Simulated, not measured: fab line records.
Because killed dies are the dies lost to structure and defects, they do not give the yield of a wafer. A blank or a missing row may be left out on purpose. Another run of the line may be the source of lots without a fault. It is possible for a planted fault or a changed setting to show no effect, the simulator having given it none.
fab line records	flow nand-harc
record: lots: 15	wafers: 45	last-day: 33
route steps=1302 shown A_CONTACT@999
lots that met no fault: from a run of the same line without faults
start-h: start of the lot's first displayed wafer, in hours after the record's first day	wait-h: time in hours since the lot's previous step	" unchanged from the row above	L1.1+2: one row covering several wafers at once	- value missing, or start not given	* or withheld: withheld	< > ~ a bound
route shown NAME@n: names a module that has steps shown in the file, with the first one's number in the route	usual: mean/standard deviation of fault-free wafers	same: alike in all rows	chamber/n: place in a boat	sites: each site's reading	_std_site: standard deviation of those values	_edge_site: mean of outer sites minus mean of inner sites	radius-mm: for every site, how far away it sits from the centre of the wafer	mask NAME#n: copy n	behind: the last tool/chamber to shape the wafer	hold: cause of the lot's hold/its duration in hours/its outcome	device: names the non-switching transistor (n, p or np)	end of line: the same wafers' tests at the end of the route	a step with no rows: only its recipe	killed: count of dies lost to structure and defects at first sort (not the wafer's yield)	map: a wafer's dies, x killed, . not, _ none there
set.NAME: the setting as run; set.NAME@STEP: as run at that earlier step	model.NAME: the simulator's own value behind a step, which no gauge read
route steps across a sampled set of lots; one table per step, one row per wafer
services: when a tool's chamber went out of use (start-h, in hours from the record's first day, below 0 if earlier), for how many hours, and the reason
== steps ==
step: NHARC_A_CONTACT_INSPECT_44
usual: raw-defect-count: 88/39
lot.wafer	tool	chamber	start-h	wait-h	raw-defect-count
L322.3	defect-inspect-01	-	488.49	0.0	69
L322.4	"	-	"	"	62
L322.5	"	-	"	"	70
L321.3	defect-inspect-01	-	505.27	0.0	105
L321.4	"	-	"	"	102
L321.6	"	-	"	"	98
L324.1	defect-inspect-02	-	515.69	0.0	87
L324.4	"	-	"	"	55
L324.6	"	-	"	"	51
L325.1	defect-inspect-01	-	519.97	0.0	62
L325.5	"	-	"	"	63
L325.6	"	-	"	"	72
L327.1	defect-inspect-02	-	544.84	0.0	26
L327.4	"	-	"	"	34
L327.5	"	-	"	"	33
L328.2	defect-inspect-02	-	576.57	0.0	27
L328.3	"	-	"	"	39
L328.6	"	-	"	"	36
L330.3	defect-inspect-01	-	587.51	0.0	68
L330.5	"	-	"	"	75
L330.6	"	-	"	"	83
L331.4	defect-inspect-01	-	603.73	0.0	100
L331.5	"	-	"	"	80
L331.6	"	-	"	"	91
L332.1	defect-inspect-01	-	612.42	0.0	62
L332.3	"	-	"	"	80
L332.5	"	-	"	"	61
L334.1	defect-inspect-01	-	613.84	0.0	68
L334.2	"	-	"	"	62
L334.5	"	-	"	"	62
L335.3	defect-inspect-01	-	625.15	0.0	58
L335.4	"	-	"	"	66
L335.6	"	-	"	"	54
L336.1	defect-inspect-02	-	625.30	0.0	102
L336.3	"	-	"	"	91
L336.6	"	-	"	"	102
L338.3	defect-inspect-01	-	661.33	0.0	98
L338.5	"	-	"	"	116
L338.6	"	-	"	"	119
L343.1	defect-inspect-02	-	707.04	0.0	98
L343.2	"	-	"	"	102
L343.3	"	-	"	"	119
L344.1	defect-inspect-01	-	724.34	0.0	140
L344.5	"	-	"	"	124
L344.6	"	-	"	"	135
step: NHARC_A_CONTACT_ETCH_49
recipe: target-depth-a: 2600	over-etch-frac: 0.3	time-s: 475.3	ion-energy-ev: 200	n2-flow-sccm: 150	h2-flow-sccm: 150	ar-flow-sccm: 0	rf-w: 400	bias-w: 150	chemistry: N2/H2
usual: bias-w: 150.0/0.47	chamber-pressure-mTorr: 30.001/0.025	drypump-motor-current-A: 5.8/0.49	oes-product-au: 1.002/0.0075	rf-vpp-V: 430.4/2.7	showerhead-plenum-p-Torr: 2.03/0.092	throttle-valve-pct: 14.170/0.0095
lot.wafer	tool	chamber	start-h	wait-h	bias-w	chamber-pressure-mTorr	drypump-motor-current-A	oes-product-au	rf-hours-counter-h	rf-vpp-V	showerhead-plenum-p-Torr	throttle-valve-pct
L322.4	rie-diel-10	3	-	-	150.2	30.041	6.4	1.008	9	430.9	2.05	14.171
L322.3	"	2	"	"	150.4	30.009	5.8	1.005	8	432.0	2.07	14.172
L322.5	"	3	"	"	150.3	29.955	6.4	1.007	-	430.2	2.05	14.170
L321.3	rie-diel-10	0	-	-	149.7	30.027	5.7	1.003	11	433.6	2.14	14.168
L321.6	"	0	"	"	149.9	29.953	5.7	1.002	-	432.4	2.14	14.173
L321.4	"	2	"	"	149.7	29.993	5.8	0.996	-	431.1	2.07	14.171
L324.4	rie-diel-10	3	-	-	150.4	30.035	6.4	1.008	13	431.7	2.05	14.178
L324.1	"	1	"	"	149.7	30.006	6.2	0.998	16	425.4	1.88	14.170
L324.6	"	2	"	"	150.5	29.987	5.8	1.007	-	432.3	2.07	14.172
L325.1	rie-diel-04	3	-	-	150.7	29.963	6.2	0.978	48	432.2	2.05	14.164
L325.5	"	2	"	"	149.9	29.990	5.1	0.989	-	427.9	1.91	14.158
L325.6	"	3	"	"	149.2	29.986	6.2	0.993	-	430.8	2.05	14.167
L327.4	rie-diel-10	0	-	-	151.2	29.987	5.7	1.008	18	433.1	2.14	14.168
L327.1	"	2	"	"	150.5	30.007	5.8	1.006	22	430.7	2.07	14.179
L327.5	"	0	"	"	150.4	29.999	5.7	1.001	-	433.7	2.14	14.169
L328.3	rie-diel-10	2	-	-	149.7	30.001	5.8	1.011	25	431.2	2.06	14.178
L328.2	"	3	"	"	150.4	29.994	6.4	1.007	23	431.1	2.05	14.157
L328.6	"	3	"	"	149.7	29.984	6.4	0.991	-	433.0	2.05	14.170
L330.3	rie-diel-10	2	-	-	149.9	29.954	5.8	1.003	27	432.0	2.06	14.172
L330.6	"	0	"	"	150.6	30.009	5.7	1.005	-	433.2	2.14	14.171
L330.5	"	1	"	"	150.8	30.005	6.2	1.004	-	426.2	1.88	14.166
L331.4	rie-diel-05	3	-	-	149.8	29.985	4.9	1.005	6	426.8	1.93	14.173
L331.5	"	0	"	"	149.3	30.065	6.1	1.012	-	429.5	2.02	14.177
L331.6	"	1	"	"	150.8	29.998	4.8	1.005	-	433.3	2.07	14.168
L332.3	rie-diel-10	0	-	-	150.3	29.957	5.7	1.000	1	433.8	2.14	14.167
L332.1	"	2	"	"	150.2	29.974	5.8	0.996	1	430.4	2.06	14.153
L332.5	"	3	"	"	150.0	30.033	6.4	1.000	-	430.7	2.04	14.174
L334.1	rie-diel-05	1	614.17	0.1	150.3	29.986	4.8	0.999	9	429.5	2.07	14.165
L334.2	"	3	"	"	149.5	30.006	4.9	1.001	9	426.1	1.93	14.160
L334.5	"	1	"	"	150.2	30.006	4.8	1.002	-	430.9	2.07	14.175
L335.3	rie-diel-10	2	-	-	149.4	29.997	5.8	0.996	2	430.2	2.06	14.176
L335.4	"	3	"	"	150.5	29.980	6.4	0.997	2	432.4	2.05	14.181
L335.6	"	3	"	"	150.3	30.007	6.4	0.994	-	430.6	2.04	14.178
L336.3	rie-diel-05	1	-	-	150.1	29.991	4.8	0.990	14	430.5	2.07	14.170
L336.1	"	2	"	"	150.2	29.981	6.2	1.003	14	429.0	1.98	14.175
L336.6	"	2	"	"	149.3	29.996	6.2	1.004	-	427.7	1.98	14.176
L338.3	rie-diel-10	1	-	-	150.7	30.054	6.1	1.002	9	435.7	2.22	14.188
L338.5	"	0	"	"	150.3	29.975	5.7	1.002	-	432.9	2.14	14.168
L338.6	"	1	"	"	149.9	29.981	6.2	1.001	-	434.8	2.21	14.162
L343.1	rie-diel-05	0	-	-	150.2	30.006	6.1	1.002	35	429.4	2.00	14.171
L343.3	"	1	"	"	150.2	30.027	4.8	1.001	41	430.7	2.06	14.168
L343.2	"	3	"	"	150.8	30.001	4.9	1.006	45	426.9	1.92	14.181
L344.1	rie-diel-10	2	-	-	149.9	30.042	5.8	0.996	20	430.4	2.06	14.152
L344.5	"	1	"	"	149.6	29.975	6.2	0.995	-	435.9	2.21	14.153
L344.6	"	2	"	"	150.0	30.001	5.8	1.009	-	431.6	2.06	14.166
step: NHARC_A_CONTACT_ETCH_118
recipe: source-w: withheld	pressure-mtorr: 20	bias-v: 3000	time-s: 190	target-depth-a: 18500	ar-flow-sccm: withheld	c4f8-flow-sccm: withheld	o2-flow-sccm: withheld	chemistry: C4F8/O2/Ar
usual: chamber-pressure-mTorr: 20.003/0.021	oes-air-line-au: 0.999/0.021
lot.wafer	tool	chamber	start-h	wait-h	chamber-pressure-mTorr	oes-air-line-au	rf-hours-counter-h
L322.3	har-cap-etch-03	0	491.65	0.1	19.998	1.028	-
L322.4	"	1	"	"	19.997	0.980	-
L322.5	"	0	"	"	20.026	1.031	-
L321.3	har-cap-etch-03	1	508.82	0.1	20.023	1.035	-
L321.4	"	0	"	"	19.953	0.985	-
L321.6	"	1	"	"	19.990	0.988	-
L324.1	har-cap-etch-01	0	518.93	0.1	19.995	1.029	1
L324.4	"	1	"	"	19.968	1.008	-
L324.6	"	1	"	"	19.985	1.002	-
L325.1	har-cap-etch-02	1	523.09	0.1	20.003	0.986	91
L325.5	"	1	"	"	20.004	0.985	-
L325.6	"	0	"	"	19.983	0.994	-
L327.1	har-cap-etch-01	1	548.06	0.1	19.998	0.995	8
L327.4	"	0	"	"	19.973	1.040	-
L327.5	"	1	"	"	20.022	0.991	-
L328.2	har-cap-etch-03	1	579.68	0.1	20.024	0.981	55
L328.3	"	0	"	"	20.022	1.006	-
L328.6	"	0	"	"	20.011	1.037	-
L330.3	har-cap-etch-01	0	591.10	0.1	20.024	1.014	-
L330.5	"	0	"	"	20.056	1.017	-
L330.6	"	1	"	"	20.012	1.036	-
L331.4	har-cap-etch-02	0	607.11	0.1	19.971	0.962	-
L331.6	"	1	"	"	19.991	1.039	-
L331.5	"	0	"	"	20.012	0.983	-
L332.1	har-cap-etch-02	0	615.52	0.1	20.008	1.012	107
L332.3	"	1	"	"	20.017	1.009	-
L332.5	"	1	"	"	19.984	1.014	-
L334.2	har-cap-etch-01	0	618.06	0.1	20.008	0.994	19
L334.1	"	1	"	"	20.016	1.007	19
L334.5	"	0	"	"	19.980	1.013	-
L335.4	har-cap-etch-01	1	628.35	0.1	19.990	0.994	-
L335.3	"	0	"	"	20.102	1.012	-
L335.6	"	1	"	"	19.995	0.973	-
L336.1	har-cap-etch-03	1	629.10	0.1	20.008	0.967	64
L336.3	"	1	"	"	19.969	0.965	-
L336.6	"	1	"	"	20.009	0.982	-
L338.3	har-cap-etch-03	1	664.50	0.1	19.994	1.002	-
L338.5	"	1	"	"	20.012	1.005	-
L338.6	"	0	"	"	20.016	1.024	-
L343.2	har-cap-etch-01	0	710.71	0.1	19.985	0.977	38
L343.1	"	1	"	"	19.980	0.976	38
L343.3	"	1	"	"	20.031	0.996	-
L344.1	har-cap-etch-02	1	727.85	0.2	20.017	1.002	128
L344.6	"	1	"	"	20.034	0.986	-
L344.5	"	0	"	"	20.024	0.988	-
step: NHARC_A_CONTACT_ETCH_122
recipe: source-w: withheld	pressure-mtorr: 20	bias-v: 3000	time-s: 190	target-depth-a: 18500	ar-flow-sccm: withheld	c4f8-flow-sccm: withheld	o2-flow-sccm: withheld	chemistry: C4F8/O2/Ar
usual: chamber-pressure-mTorr: 20.002/0.022	oes-air-line-au: 1.005/0.018
lot.wafer	tool	chamber	start-h	wait-h	chamber-pressure-mTorr	oes-air-line-au	rf-hours-counter-h
L322.3	har-cap-etch-03	0	492.33	0.1	20.014	1.011	-
L322.4	"	1	"	"	19.990	1.024	-
L322.5	"	0	"	"	19.972	1.016	-
L321.3	har-cap-etch-03	1	509.49	0.1	20.006	1.002	-
L321.4	"	0	"	"	20.010	1.011	-
L321.6	"	1	"	"	19.972	1.039	-
L324.1	har-cap-etch-01	0	519.61	0.1	20.009	1.020	2
L324.4	"	1	"	"	20.012	0.995	-
L324.6	"	1	"	"	19.989	1.006	-
L325.1	har-cap-etch-02	1	523.78	0.1	19.990	0.981	92
L325.5	"	1	"	"	19.974	0.993	-
L325.6	"	0	"	"	20.013	0.977	-
L327.1	har-cap-etch-01	1	548.74	0.1	19.984	1.006	9
L327.4	"	0	"	"	19.998	1.010	-
L327.5	"	1	"	"	19.965	1.013	-
L328.2	har-cap-etch-03	1	580.37	0.1	20.026	0.995	56
L328.3	"	0	"	"	20.022	0.986	-
L328.6	"	0	"	"	20.007	1.010	-
L330.3	har-cap-etch-01	0	591.78	0.1	20.026	1.017	-
L330.5	"	0	"	"	19.977	1.030	-
L330.6	"	1	"	"	19.998	1.032	-
L331.4	har-cap-etch-02	0	607.79	0.1	19.996	1.039	-
L331.6	"	1	"	"	19.986	1.029	-
L331.5	"	0	"	"	19.987	1.016	-
L332.1	har-cap-etch-02	0	616.20	0.1	20.027	1.006	107
L332.3	"	1	"	"	19.980	1.007	-
L332.5	"	1	"	"	20.004	0.999	-
L334.2	har-cap-etch-01	0	618.75	0.1	20.028	0.970	19
L334.1	"	1	"	"	20.002	0.986	19
L334.5	"	0	"	"	19.992	0.981	-
L335.4	har-cap-etch-01	1	629.03	0.1	-	-	-
L335.3	"	0	"	"	-	-	-
L335.6	"	1	"	"	-	-	-
L336.1	har-cap-etch-03	1	629.79	0.1	-	-	-
L336.3	"	1	"	"	-	-	-
L336.6	"	1	"	"	-	-	-
L338.3	har-cap-etch-03	1	665.18	0.1	-	-	-
L338.5	"	1	"	"	-	-	-
L338.6	"	0	"	"	-	-	-
L343.2	har-cap-etch-01	0	711.40	0.1	19.984	1.013	39
L343.1	"	1	"	"	20.030	0.995	39
L343.3	"	1	"	"	20.009	0.999	-
L344.1	har-cap-etch-02	1	728.77	0.2	20.008	1.001	129
L344.6	"	1	"	"	20.019	0.989	-
L344.5	"	0	"	"	20.033	0.997	-
== services ==
tool	chamber	start-h	hours	kind
rie-diel-10	0	477.68	-	clean
rie-diel-10	1	477.68	-	clean
rie-diel-10	2	491.88	3.8	repair
rie-diel-10	0	493.47	8.1	repair
har-cap-etch-01	-	497.45	17.0	pm
har-cap-etch-01	0	497.45	17.0	vent-cycle
har-cap-etch-01	1	497.45	17.0	vent-cycle
rie-diel-10	3	502.36	6.0	repair
har-cap-etch-01	0	514.45	-	clean
har-cap-etch-01	1	514.45	-	clean
rie-diel-04	-	518.10	0.4	repair
rie-diel-04	-	532.73	9.0	pm
har-cap-etch-01	-	540.72	0.5	repair
rie-diel-04	0	556.36	9.9	repair
rie-diel-04	2	578.68	6.6	repair
rie-diel-05	-	583.79	9.0	pm
rie-diel-10	3	587.41	6.6	repair
rie-diel-10	-	596.68	9.0	pm
rie-diel-05	0	610.12	17.1	repair
rie-diel-05	1	645.84	2.8	repair
rie-diel-10	3	648.01	3.5	repair
rie-diel-05	-	651.99	2.0	repair
rie-diel-10	-	661.80	0.6	repair
rie-diel-04	-	709.92	9.0	pm
== key ==
first-sign: step: NHARC_A_CONTACT_ETCH_122	reading: tool-record	direction: missing
effect none on later readings
met-at NHARC_A_CONTACT_ETCH_122
struck-lots L335,L336,L338
later-rows-left-out L335.3,L335.4,L335.6,L336.1,L336.3,L336.6,L338.3,L338.5,L338.6
sort-left-out L335.3,L335.4,L335.6,L336.1,L336.3,L336.6,L338.3,L338.5,L338.6
tester-left-out L335,L336,L338
not-acting-at NHARC_A_CONTACT_INSPECT_44,NHARC_A_CONTACT_ETCH_49,NHARC_A_CONTACT_ETCH_118
onset-between 618.75 629.03
fault: kind: skipped-step-whole	tool: har-cap-etch-01,har-cap-etch-03	chamber: -	onset-h: 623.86	steps: NHARC_A_CONTACT_ETCH_122	scope: struck-lots-only
tester-left-out: of these lots the tester's yield and bins aren't shown, on N5 and GAA mostly nor the transistor test; their killed dies are dies lost to structure and defects alone, not to doping, threshold or leakage, so they don't give the yield
sort-left-out: the simulated sort isn't trusted on such a fault, so these wafers' sort isn't shown, and their yield isn't known
later-rows-left-out: the simulator's readings of these wafers behind a module that went badly wrong aren't trusted and aren't shown, but for the sort
